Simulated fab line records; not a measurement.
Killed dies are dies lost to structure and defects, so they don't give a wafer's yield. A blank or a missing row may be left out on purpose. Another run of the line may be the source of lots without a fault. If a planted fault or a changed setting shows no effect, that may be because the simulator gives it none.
fab line records	flow n5Finfet
[record] lots = 24	wafers = 72	lastDay = 20
route steps=1938 shown HKMG_FIN@431 GATE_CUT@466
lots that met no fault: taken from a fault-free run of the same line
startH: the number of hours between the record's first day and the start of the first shown wafer of the lot	waitH: hours elapsed since this lot's preceding step	" the same as in the row above	L1.1+2: a row that stands for several wafers	- either no value or no given start	* or withheld: withheld	< > ~ a bound
route shown NAME@n: a module of which the file shows steps, and the number in the route of the first	usual: mean/standard deviation of fault-free wafers	same: alike in all rows	chamber/n: place in a boat	sites: each site's reading	_std_site: their standard deviation	_edge_site: mean of outer sites minus mean of inner sites	radiusMm: for every site, how far away it sits from the centre of the wafer	mask NAME#n: copy n	behind: tool/chamber where the wafer was last shaped	hold: cause of the lot's hold/its duration in hours/its outcome	device: whichever transistor did not switch (one of n, p or np)	end of line: the tests these same wafers got at the end of their route	a step given without rows: its recipe and nothing more	killed: dies that structure and defects cost at the first sort, which is not the same as the wafer's yield	map: dies across one wafer; x = killed, . = not, _ = none there
set.NAME: the setting that was run; set.NAME@STEP: the one run at that earlier step	model.NAME: the simulator's own value behind a step, which no gauge read
steps of the route over a sample of lots; a table a step, a row a wafer
services: a tool's chamber out of use, with start hour (startH, from the record's first day; less than 0 if before it), hours out, and reason
[[steps]]
[step N5_HKMG_FIN_OVL_MEAS_13]
[recipe] pointsPerWafer = 44
[usual] NWFM_OVL = -0.4/0.68
lot.wafer	tool	chamber	startH	waitH	NWFM_OVL[nm]
L074.4	overlay-02	0	73.79	0.0	0.5
L074.5	"	0	"	"	0.3
L074.6	"	0	"	"	0.0
L075.2	overlay-02	0	80.93	0.0	0.2
L075.4	"	0	"	"	-0.1
L075.6	"	0	"	"	-0.5
L076.1	overlay-02	0	87.66	0.0	0.0
L076.2	"	0	"	"	0.2
L076.5	"	0	"	"	-0.9
L077.1	overlay-02	0	92.93	0.0	-2.1
L077.3	"	0	"	"	-0.9
L077.5	"	0	"	"	-1.3
L078.2	overlay-02	0	97.72	0.0	-1.4
L078.4	"	0	"	"	-0.8
L078.5	"	0	"	"	-0.9
L079.1	overlay-01	0	104.94	0.0	-0.3
L079.2	"	0	"	"	-1.1
L079.6	"	0	"	"	-1.0
L080.1	overlay-02	0	116.81	0.0	0.3
L080.3	"	0	"	"	-0.3
L080.6	"	0	"	"	-0.2
L081.3	overlay-02	0	117.30	0.0	-0.5
L081.4	"	0	"	"	-0.3
L081.5	"	0	"	"	0.3
L082.2	overlay-01	0	125.55	0.0	-0.6
L082.3	"	0	"	"	-0.6
L082.5	"	0	"	"	0.2
L083.1	overlay-02	0	126.83	0.0	-1.4
L083.5	"	0	"	"	-0.3
L083.6	"	0	"	"	0.3
L084.1	overlay-02	0	132.86	0.0	0.1
L084.3	"	0	"	"	-0.9
L084.6	"	0	"	"	-0.6
L085.1	overlay-01	0	140.01	0.0	-0.4
L085.2	"	0	"	"	-0.2
L085.6	"	0	"	"	-0.3
L086.3	overlay-01	0	147.57	0.0	0.1
L086.4	"	0	"	"	-0.1
L086.5	"	0	"	"	-0.5
L087.3	overlay-01	0	153.17	0.0	-1.0
L087.5	"	0	"	"	-0.4
L087.6	"	0	"	"	-0.4
L088.1	overlay-01	0	158.89	0.0	-1.8
L088.2	"	0	"	"	-1.8
L088.5	"	0	"	"	-1.4
L089.1	overlay-02	0	164.93	0.0	-2.1
L089.3	"	0	"	"	-1.4
L089.4	"	0	"	"	-0.3
L090.2	overlay-02	0	170.58	0.0	-0.1
L090.3	"	0	"	"	0.3
L090.4	"	0	"	"	0.1
L091.3	overlay-02	0	174.98	0.0	0.6
L091.5	"	0	"	"	0.3
L091.6	"	0	"	"	1.1
L092.2	overlay-01	0	183.25	0.0	-0.6
L092.5	"	0	"	"	0.4
L092.6	"	0	"	"	-0.9
L093.1	overlay-02	0	187.47	0.0	0.3
L093.4	"	0	"	"	1.1
L093.5	"	0	"	"	0.1
L094.1	overlay-01	0	194.54	0.0	-0.3
L094.5	"	0	"	"	-1.3
L094.6	"	0	"	"	0.4
L095.2	overlay-01	0	200.36	0.0	0.2
L095.3	"	0	"	"	-1.0
L095.5	"	0	"	"	-1.3
L096.1	overlay-02	0	210.86	0.0	0.4
L096.3	"	0	"	"	0.0
L096.5	"	0	"	"	0.0
L097.1	overlay-02	0	213.71	0.0	-0.2
L097.2	"	0	"	"	-0.2
L097.3	"	0	"	"	-0.7
[step N5_HKMG_FIN_STRIP_88]
[recipe] chemistry = N2/H2	powerW = 2500	tempC = 300	h2Frac = 0.65	timeS = 360	pressureMtorr = withheld	n2FlowSccm = 1750	h2FlowSccm = 3250
[usual] drypumpMotorCurrentA = 5.7/0.33	h2FlowSccm = 3248/10	heaterPowerW = 442/53
lot.wafer	tool	chamber	startH	waitH	drypumpMotorCurrentA	h2FlowSccm	heaterPowerW	rfHoursCounterH
L074.4	plasmaAsher-02	1	75.65	0.3	5.8	3246	429	-
L074.5	"	1	"	"	5.8	3253	436	-
L074.6	"	0	"	"	6.1	3244	456	-
L075.2	plasmaAsher-02	1	82.67	0.0	5.8	3260	441	90
L075.4	"	0	"	"	6.1	3253	470	-
L075.6	"	0	"	"	6.1	3253	462	-
L076.1	plasmaAsher-01	0	89.39	0.0	5.2	3238	507	36
L076.2	"	1	"	"	5.7	3267	366	36
L076.5	"	0	"	"	5.2	3228	507	-
L077.1	plasmaAsher-02	1	94.84	0.0	5.8	3251	451	92
L077.3	"	0	"	"	6.1	3239	452	-
L077.5	"	1	"	"	5.8	3246	446	-
L078.2	plasmaAsher-01	1	99.40	0.0	5.6	3252	361	39
L078.4	"	1	"	"	5.7	3243	362	-
L078.5	"	1	"	"	5.6	3254	354	-
L079.1	plasmaAsher-01	0	106.56	0.0	5.2	3251	503	40
L079.2	"	1	"	"	5.7	3232	357	40
L079.6	"	0	"	"	5.2	3257	508	-
L080.1	plasmaAsher-02	1	118.47	0.0	5.8	3253	434	96
L080.3	"	0	"	"	6.1	3240	459	-
L080.6	"	0	"	"	6.1	3238	464	-
L081.3	plasmaAsher-01	1	119.10	0.1	5.7	3254	358	-
L081.4	"	0	"	"	5.2	3233	515	-
L081.5	"	1	"	"	5.6	3253	357	-
L082.2	plasmaAsher-02	0	127.18	0.0	6.1	3251	464	99
L082.3	"	1	"	"	5.7	3256	437	-
L082.5	"	0	"	"	6.2	3241	456	-
L083.1	plasmaAsher-02	0	128.51	0.0	6.1	3244	467	99
L083.5	"	1	"	"	5.8	3235	428	-
L083.6	"	0	"	"	6.1	3245	467	-
L084.1	plasmaAsher-02	1	134.49	0.0	5.8	3254	442	100
L084.3	"	1	"	"	5.8	3259	440	-
L084.6	"	1	"	"	5.8	3250	444	-
L085.1	plasmaAsher-01	1	141.82	0.0	5.6	3237	360	47
L085.2	"	0	"	"	5.2	3263	511	47
L085.6	"	1	"	"	5.6	3236	366	-
L086.3	plasmaAsher-02	0	149.89	0.1	6.1	3271	447	-
L086.4	"	1	"	"	5.8	3250	438	-
L086.5	"	0	"	"	6.1	3242	465	-
L087.3	plasmaAsher-02	0	155.04	0.1	6.1	3237	456	-
L087.5	"	0	"	"	6.2	3245	451	-
L087.6	"	1	"	"	5.8	3249	444	-
L088.1	plasmaAsher-01	0	160.55	0.0	5.2	3257	507	51
L088.2	"	1	"	"	5.7	3256	369	51
L088.5	"	0	"	"	5.2	3259	503	-
L089.1	plasmaAsher-01	0	166.55	0.0	5.2	3251	494	52
L089.3	"	0	"	"	5.2	3248	506	-
L089.4	"	1	"	"	5.7	3243	368	-
L090.2	plasmaAsher-01	1	172.26	0.0	5.6	3256	362	53
L090.3	"	1	"	"	5.6	3258	373	-
L090.4	"	0	"	"	5.2	3240	514	-
L091.3	plasmaAsher-01	1	176.90	0.1	5.6	3252	358	-
L091.5	"	1	"	"	5.7	3246	364	-
L091.6	"	0	"	"	5.2	3242	510	-
L092.2	plasmaAsher-02	1	184.97	0.0	5.8	3259	455	111
L092.5	"	1	"	"	5.8	3242	436	-
L092.6	"	0	"	"	6.1	3251	471	-
L093.1	plasmaAsher-01	0	189.14	0.0	5.2	3240	511	56
L093.4	"	0	"	"	5.2	3244	518	-
L093.5	"	0	"	"	5.2	3236	523	-
L094.1	plasmaAsher-01	1	196.30	0.0	5.7	3260	347	57
L094.5	"	1	"	"	5.7	3270	362	-
L094.6	"	0	"	"	5.2	3262	503	-
L095.2	plasmaAsher-02	0	202.00	0.0	6.1	3251	459	114
L095.3	"	0	"	"	6.1	3268	474	-
L095.5	"	1	"	"	5.8	3229	432	-
L096.1	plasmaAsher-02	0	212.48	0.0	6.1	3258	458	116
L096.3	"	1	"	"	5.8	3264	444	-
L096.5	"	1	"	"	5.8	3259	444	-
L097.1	plasmaAsher-01	1	215.44	0.0	5.6	3230	361	61
L097.2	"	0	"	"	5.2	3262	507	61
L097.3	"	1	"	"	5.6	3245	362	-
[step N5_HKMG_FIN_ALD_71]
[recipe] material = TiN	targetThkA = 10	tempC = 400	aldPrecursorFamily = TiCl4	aldCoReactant = NH3	pulseTimeS = 1	purgeTimeS = 3	coReactantPurgeTimeS = 2	coReactantPulseTimeS = 2	aldCycles = 47	pressureTorr = 3
[usual] heaterPowerOuterW = 575/61	heaterPowerW = 922/99	precursorPulseHeightRel = 1.000/0.02
[same] pulseTimeS = 1
lot.wafer	tool	chamber	startH	waitH	heaterPowerOuterW	heaterPowerW	precursorPulseHeightRel
L074.4	aldMetal-04	1	76.01	0.0	497	784	1.024
L074.5	"	3	"	"	539	842	1.007
L074.6	"	0	"	"	587	891	0.990
L075.2	aldMetal-04	2	83.15	0.0	570	998	0.992
L075.4	"	1	"	"	515	821	1.002
L075.6	"	0	"	"	584	913	0.979
L076.1	aldMetal-02	0	89.87	0.0	534	912	1.001
L076.2	"	3	"	"	599	916	1.002
L076.5	"	3	"	"	604	898	0.957
L077.1	aldMetal-04	3	95.32	0.0	538	830	0.976
L077.3	"	2	"	"	569	990	1.000
L077.5	"	0	"	"	591	878	1.004
L078.2	aldMetal-04	2	99.89	0.0	568	996	1.009
L078.4	"	0	"	"	584	899	0.984
L078.5	"	3	"	"	536	833	1.021
L079.1	aldMetal-01	2	107.05	0.0	602	972	0.954
L079.2	"	1	"	"	573	932	0.992
L079.6	"	2	"	"	600	943	1.038
L080.1	aldMetal-01	0	118.96	0.0	503	841	1.002
L080.3	"	3	"	"	561	878	0.987
L080.6	"	1	"	"	548	910	1.002
L081.3	aldMetal-02	1	119.47	0.0	731	1207	0.974
L081.4	"	3	"	"	596	895	0.973
L081.5	"	0	"	"	525	895	0.974
L082.2	aldMetal-01	2	127.66	0.0	597	920	1.003
L082.3	"	0	"	"	529	889	0.979
L082.5	"	0	"	"	500	887	0.991
L083.1	aldMetal-04	1	129.00	0.0	510	798	1.012
L083.5	"	2	"	"	577	989	0.994
L083.6	"	3	"	"	523	833	1.029
L084.1	aldMetal-01	2	134.98	0.0	611	942	0.995
L084.3	"	3	"	"	569	858	0.993
L084.6	"	2	"	"	610	933	1.004
L085.1	aldMetal-02	0	142.30	0.0	535	907	0.991
L085.2	"	3	"	"	608	888	0.978
L085.6	"	3	"	"	605	909	1.018
L086.3	aldMetal-04	3	150.36	0.0	529	833	0.968
L086.4	"	1	"	"	499	818	1.034
L086.5	"	0	"	"	588	895	0.990
L087.3	aldMetal-02	1	155.40	0.0	724	1191	0.991
L087.5	"	3	"	"	611	889	1.017
L087.6	"	0	"	"	515	914	0.967
L088.1	aldMetal-02	3	161.03	0.0	590	900	0.994
L088.2	"	1	"	"	738	1191	1.002
L088.5	"	1	"	"	746	1210	1.026
L089.1	aldMetal-01	3	167.03	0.0	569	875	0.979
L089.3	"	1	"	"	561	897	1.018
L089.4	"	0	"	"	514	879	1.012
L090.2	aldMetal-01	2	172.74	0.0	603	938	1.006
L090.3	"	0	"	"	511	891	1.022
L090.4	"	3	"	"	567	896	0.971
L091.3	aldMetal-02	2	177.26	0.0	548	849	1.013
L091.5	"	2	"	"	543	859	1.021
L091.6	"	3	"	"	603	897	1.003
L092.2	aldMetal-02	0	185.45	0.0	529	922	0.998
L092.5	"	0	"	"	514	930	1.017
L092.6	"	1	"	"	731	1171	0.979
L093.1	aldMetal-02	3	189.63	0.0	595	896	0.981
L093.4	"	1	"	"	716	1172	1.000
L093.5	"	3	"	"	607	919	0.976
L094.1	aldMetal-01	0	196.79	0.0	496	896	1.026
L094.5	"	0	"	"	520	884	1.008
L094.6	"	1	"	"	567	923	1.009
L095.2	aldMetal-02	0	202.48	0.0	527	941	0.993
L095.3	"	3	"	"	587	907	0.992
L095.5	"	0	"	"	535	940	1.023
L096.1	aldMetal-01	0	212.97	0.0	512	891	1.015
L096.3	"	1	"	"	563	929	0.998
L096.5	"	0	"	"	506	869	0.994
L097.1	aldMetal-04	3	215.92	0.0	526	834	1.005
L097.2	"	0	"	"	594	917	0.990
L097.3	"	1	"	"	522	770	1.036
[step N5_GATE_CUT_ETCH_56]
[recipe] chemistry = Cl2/Ar	target = TiN	targetDepthA = 216	pressureMtorr = 10	icpW = 600	biasW = 60	Cl2_flow_sccm = 40	Ar_flow_sccm = 60
[usual] drypumpMotorCurrentA = 5.6/0.31	oesProductAu = 0.77/0.11	throttleValvePct = 20.81/0.23
lot.wafer	tool	chamber	startH	waitH	drypumpMotorCurrentA	oesProductAu	rfHoursCounterH	throttleValvePct
L074.4	rieMetal-02	0	78.60	0.1	5.2	0.90	-	20.52
L074.5	"	0	"	"	5.1	0.89	-	20.52
L074.6	"	1	"	"	5.5	0.70	-	20.54
L075.2	rieMetal-02	0	85.64	0.1	5.1	0.87	10	20.52
L075.4	"	1	"	"	5.5	0.69	-	20.55
L075.6	"	1	"	"	5.5	0.69	-	20.54
L076.1	rieMetal-02	1	92.36	0.1	5.5	0.69	78	20.55
L076.2	"	0	"	"	5.2	0.88	11	20.55
L076.5	"	1	"	"	5.5	0.69	-	20.56
L077.1	rieMetal-03	1	97.80	0.1	5.5	0.58	140	21.14
L077.3	"	0	"	"	6.0	0.76	-	20.98
L077.5	"	0	"	"	6.0	0.77	-	21.00
L078.2	rieMetal-02	1	102.37	0.1	5.5	0.68	79	20.57
L078.4	"	1	"	"	5.5	0.68	-	20.57
L078.5	"	0	"	"	5.2	0.87	-	20.54
L079.1	rieMetal-02	1	109.76	0.1	5.5	0.69	80	20.57
L079.2	"	0	"	"	5.2	0.86	13	20.54
L079.6	"	1	"	"	5.5	0.68	-	20.56
L080.1	rieMetal-01	1	121.44	0.1	5.2	0.71	62	21.17
L080.3	"	0	"	"	6.0	0.61	-	20.93
L080.6	"	1	"	"	5.2	0.71	-	21.16
L081.3	rieMetal-03	0	121.99	0.1	6.0	0.76	-	20.98
L081.4	"	1	"	"	5.5	0.59	-	21.10
L081.5	"	0	"	"	6.0	0.77	-	20.98
L082.2	rieMetal-01	0	130.22	0.1	6.0	0.61	111	20.94
L082.3	"	1	"	"	5.2	0.71	-	21.14
L082.5	"	0	"	"	6.0	0.62	-	20.93
L083.1	rieMetal-03	0	131.79	0.2	6.0	0.74	57	20.99
L083.5	"	0	"	"	5.9	0.75	-	21.00
L083.6	"	0	"	"	6.0	0.75	-	21.00
L084.1	rieMetal-02	1	137.58	0.1	5.6	0.68	83	20.56
L084.3	"	0	"	"	5.2	0.86	-	20.56
L084.6	"	1	"	"	5.6	0.68	-	20.57
L085.1	rieMetal-03	1	145.27	0.1	5.5	0.99	0	20.74
L085.2	"	0	"	"	6.0	0.75	60	21.01
L085.6	"	1	"	"	5.5	0.98	-	20.73
L086.3	rieMetal-02	1	152.88	0.1	5.6	0.68	-	20.57
L086.4	"	0	"	"	5.2	0.85	-	20.56
L086.5	"	1	"	"	5.6	0.68	-	20.57
L087.3	rieMetal-03	1	158.03	0.1	5.5	0.96	-	20.72
L087.5	"	0	"	"	6.0	0.74	-	21.00
L087.6	"	1	"	"	5.5	0.97	-	20.74
L088.1	rieMetal-02	0	163.51	0.1	5.2	0.85	18	20.57
L088.2	"	1	"	"	5.6	0.67	85	20.57
L088.5	"	0	"	"	5.1	0.84	-	20.56
L089.1	rieMetal-03	1	169.51	0.1	5.5	0.95	2	20.75
L089.3	"	1	"	"	5.5	0.94	-	20.71
L089.4	"	0	"	"	6.0	0.74	-	21.02
L090.2	rieMetal-01	0	175.26	0.1	6.0	0.60	117	20.96
L090.3	"	0	"	"	6.0	0.60	-	20.96
L090.4	"	1	"	"	5.2	0.71	-	21.17
L091.3	rieMetal-03	1	179.77	0.1	5.5	0.93	-	20.74
L091.5	"	0	"	"	6.0	0.75	-	21.00
L091.6	"	1	"	"	5.5	0.94	-	20.74
L092.2	rieMetal-03	1	187.99	0.1	5.5	0.94	3	20.74
L092.5	"	0	"	"	6.0	0.73	-	21.01
L092.6	"	1	"	"	5.6	0.93	-	20.74
L093.1	rieMetal-03	0	192.33	0.1	6.0	0.74	63	21.01
L093.4	"	0	"	"	6.0	0.73	-	21.02
L093.5	"	1	"	"	5.5	0.94	-	20.74
L094.1	rieMetal-02	1	199.30	0.1	5.5	0.67	88	20.56
L094.5	"	0	"	"	5.2	0.83	-	20.57
L094.6	"	1	"	"	5.5	0.67	-	20.56
L095.2	rieMetal-01	1	204.97	0.1	5.2	0.70	71	21.19
L095.3	"	0	"	"	6.0	0.60	-	20.95
L095.5	"	0	"	"	6.0	0.60	-	20.96
L096.1	rieMetal-03	0	215.45	0.1	6.0	0.74	65	21.02
L096.3	"	1	"	"	5.5	0.91	-	20.74
L096.5	"	0	"	"	6.0	0.74	-	21.00
L097.1	rieMetal-03	0	218.41	0.1	6.0	0.73	65	21.01
L097.2	"	1	"	"	5.5	0.91	5	20.73
L097.3	"	1	"	"	5.5	0.91	-	20.74
[step N5_GATE_CUT_ETCH_47]
[recipe] chemistry = Cl2/BCl3	target = SiO2	targetDepthA = 100	pressureMtorr = 10	icpW = 1000	biasW = 126	Cl2_flow_sccm = 53.25	bcl3FlowSccm = 21.75	Ar_flow_sccm = 25
[usual] drypumpMotorCurrentA = 5.5/0.33	oesProductAu = 0.74/0.1	throttleValvePct = 22.76/0.23
lot.wafer	tool	chamber	startH	waitH	drypumpMotorCurrentA	oesProductAu	rfHoursCounterH	throttleValvePct
L074.4	rieMetal-02	0	82.69	0.0	5.2	0.89	-	22.52
L074.5	"	1	"	"	5.5	0.70	-	22.52
L074.6	"	0	"	"	5.1	0.89	-	22.51
L075.2	rieMetal-02	0	91.63	0.0	5.1	0.90	11	22.53
L075.4	"	1	"	"	5.6	0.69	-	22.53
L075.6	"	1	"	"	5.5	0.70	-	22.51
L076.1	rieMetal-02	1	96.96	0.0	5.5	0.69	78	22.52
L076.2	"	0	"	"	5.1	0.88	11	22.53
L076.5	"	1	"	"	5.5	0.69	-	22.52
L077.1	rieMetal-03	0	102.45	0.0	5.9	0.75	54	22.96
L077.3	"	1	"	"	5.5	0.58	-	23.06
L077.5	"	0	"	"	5.9	0.74	-	22.96
L078.2	rieMetal-02	1	106.48	0.0	5.5	0.69	80	22.54
L078.4	"	0	"	"	5.2	0.87	-	22.53
L078.5	"	0	"	"	5.2	0.87	-	22.52
L079.1	rieMetal-02	1	114.29	0.0	5.5	0.69	80	22.52
L079.2	"	0	"	"	5.2	0.87	13	22.52
L079.6	"	1	"	"	5.5	0.69	-	22.52
L080.1	rieMetal-02	1	125.68	0.0	5.5	0.69	81	22.53
L080.3	"	0	"	"	5.2	0.87	-	22.51
L080.6	"	1	"	"	5.5	0.69	-	22.51
L081.3	rieMetal-02	0	126.71	0.0	5.2	0.87	-	22.52
L081.4	"	1	"	"	5.6	0.69	-	22.53
L081.5	"	1	"	"	5.6	0.69	-	22.53
L082.2	rieMetal-02	1	134.34	0.0	5.6	0.69	82	22.53
L082.3	"	0	"	"	5.2	0.86	-	22.52
L082.5	"	0	"	"	5.1	0.86	-	22.53
L083.1	rieMetal-03	0	136.69	0.1	6.0	0.73	59	22.98
L083.5	"	0	"	"	6.0	0.73	-	22.96
L083.6	"	0	"	"	6.0	0.73	-	22.97
L084.1	rieMetal-01	0	141.98	0.0	6.0	0.62	113	22.88
L084.3	"	1	"	"	5.2	0.72	-	23.09
L084.6	"	0	"	"	6.0	0.61	-	22.88
L085.1	rieMetal-03	0	149.37	0.0	6.0	0.73	60	22.98
L085.2	"	1	"	"	5.5	0.98	0	22.68
L085.6	"	1	"	"	5.5	0.97	-	22.67
L086.3	rieMetal-01	1	157.49	0.0	5.2	0.72	-	23.09
L086.4	"	0	"	"	6.0	0.61	-	22.86
L086.5	"	0	"	"	6.0	0.61	-	22.86
L087.3	rieMetal-01	0	162.46	0.0	6.0	0.60	-	22.86
L087.5	"	0	"	"	6.0	0.61	-	22.87
L087.6	"	1	"	"	5.1	0.72	-	23.09
L088.1	rieMetal-01	0	168.15	0.0	6.0	0.60	115	22.87
L088.2	"	1	"	"	5.2	0.71	66	23.10
L088.5	"	1	"	"	5.2	0.72	-	23.11
L089.1	rieMetal-02	1	173.94	0.0	5.6	0.68	86	22.54
L089.3	"	0	"	"	5.1	0.85	-	22.55
L089.4	"	1	"	"	5.5	0.68	-	22.54
L090.2	rieMetal-01	0	179.49	0.0	6.0	0.62	117	22.87
L090.3	"	1	"	"	5.2	0.71	-	23.10
L090.4	"	0	"	"	6.0	0.61	-	22.85
L091.3	rieMetal-01	1	183.84	0.0	5.2	0.71	-	23.11
L091.5	"	1	"	"	5.2	0.72	-	23.10
L091.6	"	0	"	"	6.0	0.61	-	22.87
L092.2	rieMetal-01	1	192.21	0.0	5.2	0.72	70	23.10
L092.5	"	1	"	"	5.2	0.71	-	23.07
L092.6	"	0	"	"	6.0	0.61	-	22.90
L093.1	rieMetal-01	1	196.86	0.0	5.2	0.72	70	23.08
L093.4	"	1	"	"	5.2	0.71	-	23.10
L093.5	"	1	"	"	5.2	0.71	-	23.10
L094.1	rieMetal-03	1	203.51	0.0	5.5	0.92	4	22.70
L094.5	"	0	"	"	6.0	0.73	-	22.99
L094.6	"	1	"	"	5.5	0.92	-	22.68
L095.2	rieMetal-02	0	209.06	0.0	5.2	0.84	22	22.54
L095.3	"	1	"	"	5.5	0.68	-	22.56
L095.5	"	0	"	"	5.2	0.85	-	22.55
L096.1	rieMetal-03	1	219.54	0.0	5.5	0.91	6	22.70
L096.3	"	1	"	"	5.5	0.90	-	22.70
L096.5	"	1	"	"	5.5	0.90	-	22.71
L097.1	rieMetal-02	1	222.85	0.0	5.5	0.68	91	22.54
L097.2	"	0	"	"	5.1	0.83	24	22.55
L097.3	"	0	"	"	5.2	0.84	-	22.56
[step N5_GATE_CUT_ALD_22]
[recipe] material = SiNx	targetThkA = 160	tempC = 400	aldPrecursorFamily = SiH2I2	aldCoReactant = N2/H2-plasma	pulseTimeS = 1	aldCycles = 320	purgeTimeS = 2	coReactantPurgeTimeS = 2	pressureTorr = 2
[usual] heaterPowerOuterW = 518/51	heaterPowerW = 843/66	precursorPulseHeightRel = 1.004/0.017
[same] pulseTimeS = 1
lot.wafer	tool	chamber	startH	waitH	heaterPowerOuterW	heaterPowerW	precursorPulseHeightRel
L074.4	aldSin-03	2	83.55	0.4	492	823	0.986
L074.5	"	1	"	"	514	798	1.008
L074.6	"	0	"	"	466	794	1.029
L075.2	aldSin-04	0	91.92	0.0	559	904	1.002
L075.4	"	2	"	"	627	978	1.004
L075.6	"	3	"	"	460	812	1.000
L076.1	aldSin-04	1	97.26	0.0	523	838	0.989
L076.2	"	2	"	"	627	954	1.000
L076.5	"	3	"	"	458	802	1.008
L077.1	aldSin-04	0	102.76	0.0	559	904	0.989
L077.3	"	1	"	"	505	842	1.011
L077.5	"	3	"	"	465	808	1.006
L078.2	aldSin-01	0	106.77	0.0	550	951	0.976
L078.4	"	3	"	"	476	796	1.007
L078.5	"	2	"	"	464	845	1.035
L079.1	aldSin-04	0	115.24	0.7	561	868	0.999
L079.2	"	2	"	"	640	971	1.010
L079.6	"	2	"	"	652	984	0.998
L080.1	aldSin-03	2	125.98	0.0	504	848	1.021
L080.3	"	1	"	"	520	803	0.993
L080.6	"	0	"	"	468	756	1.039
L081.3	aldSin-01	0	127.31	0.3	557	951	0.991
L081.4	"	3	"	"	493	778	1.017
L081.5	"	3	"	"	489	788	1.016
L082.2	aldSin-03	3	134.63	0.0	505	801	0.995
L082.3	"	0	"	"	467	781	1.017
L082.5	"	0	"	"	456	778	0.996
L083.1	aldSin-03	0	137.12	0.0	471	781	0.999
L083.5	"	2	"	"	501	803	1.009
L083.6	"	1	"	"	528	813	1.014
L084.1	aldSin-04	2	142.28	0.0	629	1007	0.964
L084.3	"	0	"	"	561	886	1.017
L084.6	"	3	"	"	465	791	1.026
L085.1	aldSin-03	0	149.66	0.0	466	774	0.982
L085.2	"	1	"	"	526	802	0.962
L085.6	"	3	"	"	507	782	1.024
L086.3	aldSin-01	0	157.78	0.0	551	949	1.005
L086.4	"	1	"	"	576	921	1.009
L086.5	"	0	"	"	559	935	1.002
L087.3	aldSin-01	3	162.75	0.0	499	786	0.990
L087.5	"	3	"	"	482	766	0.973
L087.6	"	2	"	"	464	829	1.010
L088.1	aldSin-03	2	168.85	0.0	504	846	1.032
L088.2	"	3	"	"	506	795	1.009
L088.5	"	2	"	"	501	817	0.999
L089.1	aldSin-04	1	174.24	0.0	515	841	1.005
L089.3	"	0	"	"	552	926	1.023
L089.4	"	2	"	"	643	979	0.985
L090.2	aldSin-01	2	179.87	0.1	454	836	1.011
L090.3	"	3	"	"	491	793	0.983
L090.4	"	1	"	"	556	899	1.017
L091.3	aldSin-01	2	184.63	0.5	462	851	1.025
L091.5	"	0	"	"	552	932	1.011
L091.6	"	3	"	"	497	782	1.008
L092.2	aldSin-04	2	192.51	0.0	635	980	1.004
L092.5	"	2	"	"	638	1002	0.980
L092.6	"	3	"	"	468	819	0.974
L093.1	aldSin-03	3	197.16	0.0	498	799	1.022
L093.4	"	1	"	"	508	806	0.994
L093.5	"	1	"	"	526	826	0.993
L094.1	aldSin-03	0	203.80	0.0	465	772	1.007
L094.5	"	0	"	"	469	794	0.990
L094.6	"	1	"	"	520	805	0.975
L095.2	aldSin-04	0	209.56	0.2	556	888	1.029
L095.3	"	3	"	"	473	829	1.011
L095.5	"	1	"	"	527	857	0.995
L096.1	aldSin-03	1	220.17	0.4	517	814	1.018
L096.3	"	0	"	"	475	801	1.030
L096.5	"	1	"	"	515	802	1.004
L097.1	aldSin-04	3	223.15	0.0	473	790	0.990
L097.2	"	1	"	"	527	841	1.024
L097.3	"	2	"	"	632	991	1.005
[[services]]
tool	chamber	startH	hours	kind
aldMetal-01	-	61.35	6.0	pm
plasmaAsher-01	-	71.98	14.6	pm
aldSin-01	-	85.25	14.0	pm
aldSin-03	3	87.77	16.2	repair
rieMetal-01	0	104.25	9.5	repair
aldMetal-01	1	108.04	4.5	repair
aldMetal-02	-	127.18	2.0	repair
rieMetal-03	1	127.30	-	clean
rieMetal-03	1	127.30	16.7	scheduledDown
rieMetal-03	1	127.30	16.7	ventCycle
aldMetal-02	-	129.21	8.7	pm
plasmaAsher-01	-	138.79	1.2	repair
aldMetal-04	3	157.27	3.0	repair
aldMetal-02	2	163.46	-	calibration
aldMetal-04	3	167.58	2.0	repair
rieMetal-01	-	170.38	0.4	repair
aldSin-03	-	178.07	14.0	pm
aldSin-03	0	178.07	14.0	ventCycle
aldSin-03	1	178.07	14.0	ventCycle
aldMetal-02	2	184.95	24.6	repair
aldSin-01	3	199.16	1.6	repair
aldMetal-04	-	202.09	0.4	repair
aldMetal-02	0	206.00	27.8	repair
aldSin-04	0	215.36	32.4	repair
[[key]]
fault none
